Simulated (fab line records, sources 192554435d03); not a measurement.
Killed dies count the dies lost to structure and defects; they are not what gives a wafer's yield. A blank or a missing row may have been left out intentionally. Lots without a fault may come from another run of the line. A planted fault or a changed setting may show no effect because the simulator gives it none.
fab line records	flow n5-finfet
record lots=6	wafers=16	last-day=18
route steps=1938 shown BEOL_M4@1026 PASSIVATION@1936
lots that met no fault: taken from a fault-free run of the same line
start-h: hours from the record's first day to the start of the lot's first wafer shown	wait-h: hours from the lot's prior step to this one	" as in the row above	L1.1+2: one row covering several wafers at once	- no value, or no start given	* or withheld: withheld	< > ~ a bound
route shown NAME@n: NAME is a module with steps in the file, n the number in the route of the first one	usual: mean/standard deviation of fault-free wafers	same: alike in all rows	chamber/n: place in a boat	sites: the reading at each site	_std_site: how widely they spread, as a standard deviation	_edge_site: mean of outer sites minus mean of inner sites	radius-mm: for every site, how far away it sits from the centre of the wafer	mask NAME#n: copy n	behind: the tool/chamber that last shaped the wafer	hold: cause of the lot's hold/its duration in hours/its outcome	device: whichever transistor did not switch (one of n, p or np)	end of line: tests run on the same wafers once the route is complete	a step given without rows: its recipe and nothing more	killed: count of dies lost to structure and defects at first sort (not the wafer's yield)	map: shows each die of a wafer: x if killed, . if not, _ if none is there
set.NAME: the setting as run; set.NAME@STEP: as run at that earlier step	model.NAME: the simulator's own value behind a step, which no gauge read
a table for each step, a row for each wafer; lots at some steps of the route
services: the hour from which a tool's chamber was out of use, counted from the record's first day as start-h (under 0 if before that day), plus the number of hours and why
## steps
# step N5_BEOL_M4_COAT_62
# recipe resist=SiARC	temp-c=220	time-s=60	spin-rpm=1500	resist-thk-nm=12
# step N5_BEOL_M4_COAT_73
# recipe resist=underlayer	temp-c=205	time-s=60	spin-rpm=1500	resist-thk-nm=5
# step N5_BEOL_M4_COAT_05
# recipe resist=CAR-EUV	spin-rpm=1500	resist-thk-nm=30
# step N5_BEOL_M4_EBR_07
# recipe solvent=PGMEA	ebr-width-mm=1.5
# step N5_BEOL_M4_SOFTBAKE_06
# recipe temp-c=110	time-s=60	resist=CAR-EUV
# step N5_BEOL_M4_EXPOSE_08
# recipe mask-id=M4	na=0.33	source-shape=dipole	sigma-inner=0.369	sigma-outer=0.767	polarization=unpolarized	dose-mj=41.25
# step N5_BEOL_M4_PEB_09
# recipe peb-temp-c=100	peb-time-s=60	resist=CAR-EUV
# step N5_BEOL_M4_DEVELOP_10
# recipe develop-time-s=30	developer=TMAH	resist=CAR-EUV	rinse-liquid=surfactant-rinse	dry=air-spin	dev-temp-c=23
# step N5_BEOL_M4_CD_MEAS_11
# recipe target-cd-nm=16.79	landing-energy-ev=500	detector=se-inlens	polarity=opening
# usual cd-nm=16.82/0.27
lot.wafer	tool	chamber	start-h	wait-h	cd-nm
L169.1	cd-sem-02	0	231.66	-	16.77
L169.5	"	0	"	"	16.78
L171.2	cd-sem-01	0	232.65	-	16.72
L171.3	"	0	"	"	16.85
L171.4	"	0	"	"	17.01
L172.1	cd-sem-02	0	234.80	-	16.70
L172.5	"	0	"	"	16.94
L172.6	"	0	"	"	16.76
L181.1	cd-sem-03	0	269.18	-	16.88
L181.3	"	0	"	"	16.80
L181.6	"	0	"	"	17.43
L183.1	cd-sem-02	0	285.92	-	16.88
L183.2	"	0	"	"	17.05
L170.2	cd-sem-02	0	299.82	-	16.78
L170.3	"	0	"	"	16.68
L170.6	"	0	"	"	16.27
# step N5_BEOL_M4_OVL_MEAS_12
# recipe points-per-wafer=522
# usual M4_OVL=0.0/0.57
lot.wafer	tool	chamber	start-h	wait-h	M4_OVL[nm]
L169.1	overlay-01	0	231.69	0.0	-0.3
L169.5	"	0	"	"	-0.5
L171.2	overlay-02	0	232.69	0.0	0.8
L171.3	"	0	"	"	0.2
L171.4	"	0	"	"	1.4
L172.1	overlay-02	0	234.83	0.0	-1.1
L172.5	"	0	"	"	-0.1
L172.6	"	0	"	"	0.7
L181.1	overlay-01	0	269.21	0.0	-0.5
L181.3	"	0	"	"	0.1
L181.6	"	0	"	"	0.0
L183.1	overlay-01	0	285.95	0.0	0.0
L183.2	"	0	"	"	0.7
L170.2	overlay-02	0	299.85	0.0	-0.5
L170.3	"	0	"	"	-0.8
L170.6	"	0	"	"	0.0
# step N5_BEOL_M4_INSPECT_13
# recipe mode=adi	inspect-instrument=brightfield
# usual raw-defect-count=421/110
lot.wafer	tool	chamber	start-h	wait-h	raw-defect-count
L169.1	defect-inspect-02	-	231.75	0.1	510
L169.5	"	-	"	"	458
L171.2	defect-inspect-01	-	232.74	0.0	383
L171.3	"	-	"	"	488
L171.4	"	-	"	"	301
L172.1	defect-inspect-02	-	234.89	0.1	458
L172.5	"	-	"	"	462
L172.6	"	-	"	"	444
L181.1	defect-inspect-01	-	269.27	0.1	362
L181.3	"	-	"	"	303
L181.6	"	-	"	"	348
L183.1	defect-inspect-02	-	286.01	0.1	461
L183.2	"	-	"	"	420
L170.2	defect-inspect-01	-	299.91	0.0	423
L170.3	"	-	"	"	299
L170.6	"	-	"	"	332
# step N5_BEOL_M4_DESCUM_16
# recipe chemistry=O2	time-s=7	source-power-w=50	bias-power-w=20	pressure-mtorr=20	rf-frequency-hz=2.712e+07	temp-c=40	resist=CAR-EUV	o2-flow-sccm=225
# usual drypump-motor-current-A=5.8/0.31	oes-product-au=0.80/0.092	rf-vpp-V=242.7/1.4	showerhead-plenum-p-Torr=2.07/0.074	throttle-valve-pct=20.37/0.3
lot.wafer	tool	chamber	start-h	wait-h	drypump-motor-current-A	oes-product-au	rf-hours-counter-h	rf-vpp-V	showerhead-plenum-p-Torr	throttle-valve-pct
L169.1	rie-diel-04	2	231.78	0.0	5.8	0.86	40	241.4	2.04	20.01
L169.5	"	1	"	"	6.0	0.68	-	240.1	1.99	20.17
L171.2	rie-diel-05	2	232.78	0.0	6.2	0.88	45	244.4	2.13	20.24
L171.3	"	3	"	"	5.8	0.76	193	243.5	2.11	20.89
L171.4	"	1	"	"	5.3	0.77	118	244.8	2.20	20.31
L172.1	rie-diel-03	3	234.93	0.0	5.3	0.79	88	243.7	2.09	20.11
L172.5	"	2	"	"	6.2	0.80	-	245.1	2.21	20.96
L172.6	"	1	"	"	6.0	0.90	-	241.8	2.01	20.39
L181.1	rie-diel-04	2	269.30	0.0	5.9	0.85	52	243.4	2.03	20.03
L181.3	"	0	"	"	5.4	0.68	227	239.9	1.99	20.75
L181.6	"	1	"	"	6.0	0.68	-	241.5	1.98	20.20
L183.1	rie-diel-04	3	286.25	0.2	6.2	0.85	69	240.3	2.02	20.33
L183.2	"	1	"	"	6.0	0.67	220	240.6	1.98	20.19
L170.2	rie-diel-03	1	300.16	0.2	6.0	0.87	63	243.3	2.01	20.40
L170.3	"	0	"	"	5.7	0.89	42	244.2	2.15	20.41
L170.6	"	2	"	"	6.1	0.77	-	245.0	2.20	20.97
# step N5_BEOL_M4_ETCH_74
# recipe chemistry=N2/H2	target=underlayer	target-depth-a=65	mask-material=CAR-EUV	time-s=5.2	ion-energy-ev=200	pressure-mtorr=30	source-w=840	bias-w=150	n2-flow-sccm=200	h2-flow-sccm=200	ends=cleared
# usual drypump-motor-current-A=5.8/0.31	etch-rf-on-time-s=5.22/0.27	oes-product-au=0.68/0.084	rf-vpp-V=523.1/2.7	showerhead-plenum-p-Torr=2.51/0.096	throttle-valve-pct=17.78/0.24
lot.wafer	tool	chamber	start-h	wait-h	drypump-motor-current-A	etch-rf-on-time-s	oes-product-au	rf-hours-counter-h	rf-vpp-V	showerhead-plenum-p-Torr	throttle-valve-pct
L169.1	rie-diel-04	2	231.82	0.0	5.8	5.49	0.70	40	521.2	2.50	17.75
L169.5	"	1	"	"	6.0	5.75	0.57	-	521.0	2.39	17.49
L171.2	rie-diel-05	2	232.82	0.0	6.2	4.99	0.75	45	527.1	2.55	17.31
L171.3	"	3	"	"	5.9	4.85	0.67	193	523.9	2.54	18.33
L171.4	"	1	"	"	5.3	5.14	0.66	118	529.6	2.68	17.70
L172.1	rie-diel-03	3	234.96	0.0	5.3	5.39	0.67	88	525.7	2.59	17.92
L172.5	"	2	"	"	6.2	5.08	0.69	-	527.0	2.67	18.22
L172.6	"	1	"	"	5.9	4.90	0.79	-	525.0	2.48	17.97
L181.1	rie-diel-04	2	269.34	0.0	5.8	5.44	0.70	52	523.9	2.49	17.76
L181.3	"	0	"	"	5.4	5.25	0.57	227	520.7	2.38	17.80
L181.6	"	1	"	"	6.0	7.03	0.52	-	518.6	2.39	17.51
L183.1	rie-diel-04	3	286.29	0.0	6.1	4.97	0.73	69	522.3	2.45	17.67
L183.2	"	1	"	"	6.0	7.01	0.50	220	520.0	2.39	17.51
L170.2	rie-diel-03	1	300.19	0.0	6.0	4.97	0.75	63	523.0	2.47	17.98
L170.3	"	0	"	"	5.7	5.03	0.75	42	525.3	2.60	17.80
L170.6	"	2	"	"	6.2	5.21	0.68	-	526.2	2.67	18.26
# step N5_BEOL_M4_ETCH_63
# recipe chemistry=CF4	target=SiARC	target-depth-a=156	mask-material=CAR-EUV	time-s=26	ion-energy-ev=80	pressure-mtorr=40	source-w=545	bias-w=36	Ar_flow_sccm=100	cf4-flow-sccm=100	ends=cleared
# usual drypump-motor-current-A=5.8/0.3	etch-rf-on-time-s=26.1/1.1	oes-product-au=0.69/0.082	rf-vpp-V=183.8/1.1	showerhead-plenum-p-Torr=2.11/0.075	throttle-valve-pct=15.52/0.21
lot.wafer	tool	chamber	start-h	wait-h	drypump-motor-current-A	etch-rf-on-time-s	oes-product-au	rf-hours-counter-h	rf-vpp-V	showerhead-plenum-p-Torr	throttle-valve-pct
L169.1	rie-diel-04	2	231.84	0.0	5.8	27.0	0.72	40	184.9	2.09	15.31
L169.5	"	1	"	"	6.0	28.5	0.57	-	183.4	2.02	15.36
L171.2	rie-diel-05	2	232.83	0.0	6.2	25.1	0.75	45	184.6	2.16	15.27
L171.3	"	3	"	"	5.9	24.7	0.66	193	185.0	2.13	15.88
L171.4	"	1	"	"	5.3	26.4	0.65	118	184.7	2.23	15.43
L172.1	rie-diel-03	3	234.98	0.0	5.3	26.5	0.68	88	183.5	2.16	15.47
L172.5	"	2	"	"	6.2	25.9	0.68	-	185.7	2.25	15.98
L172.6	"	1	"	"	6.0	25.0	0.78	-	183.5	2.10	15.67
L181.1	rie-diel-04	2	269.35	0.0	5.8	26.9	0.71	52	182.4	2.09	15.32
L181.3	"	0	"	"	5.4	26.2	0.58	227	183.4	2.01	15.66
L181.6	"	1	"	"	6.0	28.1	0.57	-	182.4	2.01	15.40
L183.1	rie-diel-04	3	286.30	0.0	6.1	24.4	0.74	69	183.4	2.08	15.56
L183.2	"	1	"	"	6.0	28.0	0.56	220	182.2	2.01	15.40
L170.2	rie-diel-03	1	300.21	0.0	5.9	25.5	0.75	63	182.6	2.09	15.68
L170.3	"	0	"	"	5.7	25.5	0.75	42	185.2	2.17	15.37
L170.6	"	2	"	"	6.1	26.0	0.68	-	184.8	2.25	16.02
# step N5_BEOL_M4_RC_MEAS_101
# usual DIBL_N=36.2/2.4	DIBL_P=36.2/2.6	IOFF_N=0.16/0.045	IOFF_P=0.21/0.046	ION_N=674/17	ION_P=463/11	SS_N=71.5/0.77	SS_P=73.1/0.76	VT_N=250/3.9	VT_P=-250/3.9
lot.wafer	tool	chamber	start-h	wait-h	DIBL_N[mV/V]	DIBL_P[mV/V]	IOFF_N[nA/um]	IOFF_P[nA/um]	ION_N[uA/um]	ION_P[uA/um]	SS_N[mV/dec]	SS_P[mV/dec]	VT_N[mV]	VT_P[mV]
L169.1	prober-02	0	238.57	0.0	34.8	33.0	0.12	0.14	654	442	71.3	71.8	258	-256
L169.5	"	0	"	"	38.3	39.3	0.19	0.22	676	456	72.2	74.0	248	-253
L171.2	prober-02	0	240.86	0.2	33.0	34.8	0.11	0.15	671	462	70.8	71.3	256	-256
L171.3	"	0	"	"	34.4	34.3	0.11	0.14	629	434	72.0	71.5	256	-257
L171.4	"	0	"	"	36.4	38.0	0.14	0.18	659	457	72.1	73.3	252	-253
L172.1	prober-01	0	243.51	0.0	43.0	42.0	0.30	0.27	683	451	74.0	74.6	245	-248
L172.5	"	0	"	"	36.3	36.4	0.15	0.18	673	452	71.5	73.3	251	-256
L172.6	"	0	"	"	40.4	40.8	0.25	0.26	720	485	71.9	74.6	244	-249
L181.1	prober-02	0	279.48	0.0	35.4	34.5	0.15	0.18	678	461	71.1	72.8	250	-248
L181.3	"	0	"	"	34.2	32.9	0.12	0.16	658	452	71.2	73.1	251	-252
L181.6	"	0	"	"	34.7	34.9	0.14	0.19	673	457	71.0	72.6	251	-250
L183.1	prober-02	0	294.34	0.0	37.1	36.7	0.18	0.21	680	467	72.7	73.1	248	-250
L183.2	"	0	"	"	35.6	35.6	0.15	0.20	657	448	71.6	73.5	252	-252
L170.2	prober-01	0	311.35	0.2	37.9	38.3	0.17	0.22	674	463	71.9	73.6	248	-248
L170.3	"	0	"	"	34.8	34.4	0.12	0.16	671	463	70.3	72.4	254	-253
L170.6	"	0	"	"	36.2	36.6	0.15	0.19	679	472	71.4	72.8	250	-252
# step N5_PASSIVATION_PROBE_49
# usual defect-limited-yield=91.2/1.4	killed_at_M0_to_M3=33/9.5	killed_at_M4_up=13/4.7	killed-at-contacts=11/5.3	killed-at-front-end=42/12	killed-at-other=5/3.3	killed-dies=104/17	killed-open=67/12	killed-short=33/7.7	sort_bin_4_leakage=0.01/0.058	sort_bin_5_function=5.1/0.94	sort_bin_6_memory=3.3/0.67	sort_bin_8_speed=0.1/1.3	sort-n-pass=1074/24	sort-yield-pct=91.1/2
# same gross-dies=1180	killed-at-back-side=0
lot.wafer	tool	chamber	start-h	wait-h	defect-limited-yield[%]	killed_at_M0_to_M3	killed_at_M4_up	killed-at-contacts	killed-at-front-end	killed-at-other	killed-dies	killed-open	killed-short	sort_bin_4_leakage[%]	sort_bin_5_function[%]	sort_bin_6_memory[%]	sort_bin_8_speed[%]	sort-n-pass	sort-yield-pct[%]
L172.1	prober-02	-	366.41	0.0	91.4	35	15	10	40	2	102	53	46	0.51	5.3	2.8	0	1072	90.8
L172.5	prober-02	-	366.61	0.2	92.7	27	11	4	38	6	86	58	25	0	3.7	3.5	0	1094	92.7
L172.6	prober-02	-	366.66	0.3	92.8	24	15	9	32	5	85	54	30	0.08	3.9	3.1	0	1094	92.7
L169.1	prober-01	-	366.65	0.0	92.9	20	11	13	33	7	84	55	26	0	3.6	3.3	0.3	1093	92.6
L169.5	prober-01	-	366.85	0.2	93.3	29	8	5	32	5	79	56	23	0	3.9	2.5	0	1101	93.3
L181.1	prober-02	-	399.12	0.0	93.6	30	8	4	32	1	75	48	27	0	4.2	2.0	0	1105	93.6
L181.3	prober-02	-	399.22	0.1	93.1	24	11	11	27	9	82	51	28	0	4.0	2.9	0	1098	93.1
L181.6	prober-02	-	399.37	0.3	92.3	26	11	7	38	9	91	58	32	0	5.2	2.3	0	1089	92.3
L183.1	prober-02	-	406.89	0.0	92.8	28	14	10	25	8	85	57	28	0	4.1	2.8	0	1095	92.8
L183.2	prober-02	-	406.94	0.1	92.1	21	14	15	38	5	93	64	27	0	4.4	3.3	0.1	1086	92.0
L170.2	prober-01	-	423.81	0.1	91.8	35	12	23	23	4	97	61	25	0	5.3	2.4	0	1083	91.8
L170.3	prober-01	-	423.86	0.1	91.0	53	13	12	25	3	106	65	32	0	4.7	3.5	0	1074	91.0
L170.6	prober-01	-	424.01	0.3	90.9	45	17	12	28	5	107	67	32	0	5.3	3.7	0	1073	90.9
# killed by level:class
L172.1 BEOL_M2:geometric-particle:open=10 FIN_SAQP:geometric-particle:short=8 BEOL_M3:geometric-particle:open=8 MOL_CONTACT_COAG:geometric-particle:open=6 FIN_SAQP:geometric-particle:open=5 STI_FIN_REVEAL:geometric-particle:open=5 BEOL_M0_SAQP:geometric-particle:short=5 BEOL_M2:geometric-particle:short=5
L172.5 STI_FIN_REVEAL:geometric-particle:open=13 BEOL_M0_SAQP:geometric-particle:open=6 GATE_CUT:geometric-particle:open=5 BEOL_M0_SAQP:geometric-particle:short=5 BEOL_M1:geometric-particle:open=5 FIN_SAQP:geometric-particle:short=4 MOL_CONTACT_COAG:geometric-particle:open=4 BEOL_M2:geometric-particle:open=4
L169.1 MOL_CONTACT_COAG:geometric-particle:open=10 BEOL_M2:geometric-particle:open=7 STI_FIN_REVEAL:geometric-particle:open=6 BEOL_M5:geometric-particle:open=5 STARTING-WAFER:geometric-particle:open=5 ILD0:geometric-particle:short=4 ILD0:geometric-particle:open=4 GATE_CUT:geometric-particle:short=4
L172.6 MOL_CONTACT_COAG:geometric-particle:open=9 BEOL_M3:geometric-particle:open=8 BEOL_M4:geometric-particle:open=8 FIN_SAQP:geometric-particle:short=6 FIN_SAQP:geometric-particle:open=5 BEOL_M3:geometric-particle:short=5 STI_FIN_REVEAL:geometric-particle:open=4 BEOL_M0_SAQP:geometric-particle:open=4
L169.5 BEOL_M2:geometric-particle:open=9 ILD0:geometric-particle:open=8 STI_FIN_REVEAL:geometric-particle:open=6 MOL_CONTACT_COAG:geometric-particle:open=5 BEOL_M1:geometric-particle:open=5 FIN_SAQP:geometric-particle:short=4 BEOL_M0_SAQP:geometric-particle:open=4 BEOL_M3:geometric-particle:open=4
L181.1 BEOL_M0_SAQP:geometric-particle:short=12 BEOL_M0_SAQP:geometric-particle:open=10 DUMMY_GATE:geometric-particle:open=6 STI_FIN_REVEAL:geometric-particle:open=6 FIN_SAQP:geometric-particle:short=4 BEOL_M4:geometric-particle:open=4 MOL_CONTACT_COAG:geometric-particle:open=4 STARTING-WAFER:geometric-particle:short=4
L181.3 MOL_CONTACT_COAG:geometric-particle:open=11 STI_FIN_REVEAL:geometric-particle:open=6 BEOL_M0_SAQP:geometric-particle:short=6 STARTING-WAFER:geometric-particle:short=6 FIN_SAQP:geometric-particle:short=4 BEOL_M0_SAQP:geometric-particle:open=4 BEOL_M1:geometric-particle:open=4 BEOL_M2:geometric-particle:open=4
L181.6 BEOL_M0_SAQP:geometric-particle:open=9 FIN_SAQP:geometric-particle:short=8 DUMMY_GATE:geometric-particle:open=7 BEOL_M4:geometric-particle:open=7 MOL_CONTACT_COAG:geometric-particle:open=6 BEOL_M0_SAQP:geometric-particle:short=5 FIN_SAQP:geometric-particle:open=4 GATE_CUT:geometric-particle:short=4
L183.1 BEOL_M3:geometric-particle:open=12 MOL_CONTACT_COAG:geometric-particle:open=9 FIN_SAQP:geometric-particle:short=6 DUMMY_GATE:geometric-particle:open=6 BEOL_M2:geometric-particle:open=6 BEOL_M4:geometric-particle:open=5 MIM_TOP_ETCH:geometric-particle:short=5 STI_FIN_REVEAL:geometric-particle:open=4
L183.2 DUMMY_GATE:geometric-particle:open=11 MOL_CONTACT_COAG:geometric-particle:open=11 BEOL_M3:geometric-particle:open=9 BEOL_M4:geometric-particle:open=9 STI_FIN_REVEAL:geometric-particle:open=7 FIN_SAQP:geometric-particle:open=4 DUMMY_GATE:geometric-particle:short=4 MOL_CONTACT_COAG:geometric-particle:short=4
L170.2 MOL_CONTACT_COAG:geometric-particle:open=16 BEOL_M3:geometric-particle:open=8 BEOL_M2:geometric-particle:open=7 BEOL_M1:geometric-particle:open=6 HKMG_FIN:area-etch=6 DUMMY_GATE:geometric-particle:open=5 BEOL_M4:geometric-particle:open=5 MOL_CONTACT_COAG:area-etch=5
L170.3 BEOL_M2:geometric-particle:open=15 BEOL_M1:geometric-particle:open=12 MOL_CONTACT_COAG:geometric-particle:open=8 BEOL_M0_SAQP:geometric-particle:short=8 HKMG_FIN:area-etch=8 BEOL_M0_SAQP:geometric-particle:open=6 BEOL_M3:geometric-particle:open=5 GATE_CUT:geometric-particle:open=4
L170.6 BEOL_M0_SAQP:geometric-particle:open=11 BEOL_M0_SAQP:geometric-particle:short=10 STI_FIN_REVEAL:geometric-particle:open=9 BEOL_M4:geometric-particle:open=9 MOL_CONTACT_COAG:geometric-particle:open=7 BEOL_M2:geometric-particle:open=7 BEOL_M3:geometric-particle:open=6 BEOL_M1:geometric-particle:open=5
## services
tool	chamber	start-h	hours	kind
rie-diel-03	0	210.20	8.6	repair
rie-diel-03	1	224.57	8.3	repair
rie-diel-05	0	244.10	-	clean
rie-diel-05	0	244.10	-	consumable-replace:focus-ring
rie-diel-05	0	244.10	14.7	scheduled-down
rie-diel-05	0	244.10	14.7	vent-cycle
rie-diel-04	1	254.81	4.4	repair
## key
first-sign step=N5_BEOL_M4_ETCH_74	reading=etch-rf-on-time-s	direction=up	sigmas=6.6	usual=*	struck=*
effect none on later readings
met-at N5_BEOL_M4_ETCH_74
struck-wafers L181.6,L183.2
onset-between 231.82 269.34
fault kind=process-parameter-drift	tool=rie-diel-04	chamber=-	onset-h=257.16	steps=N5_BEOL_M4_ETCH_74	channel=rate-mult	offset=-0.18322	shape=step	end-h=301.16	scope=struck-wafers-only
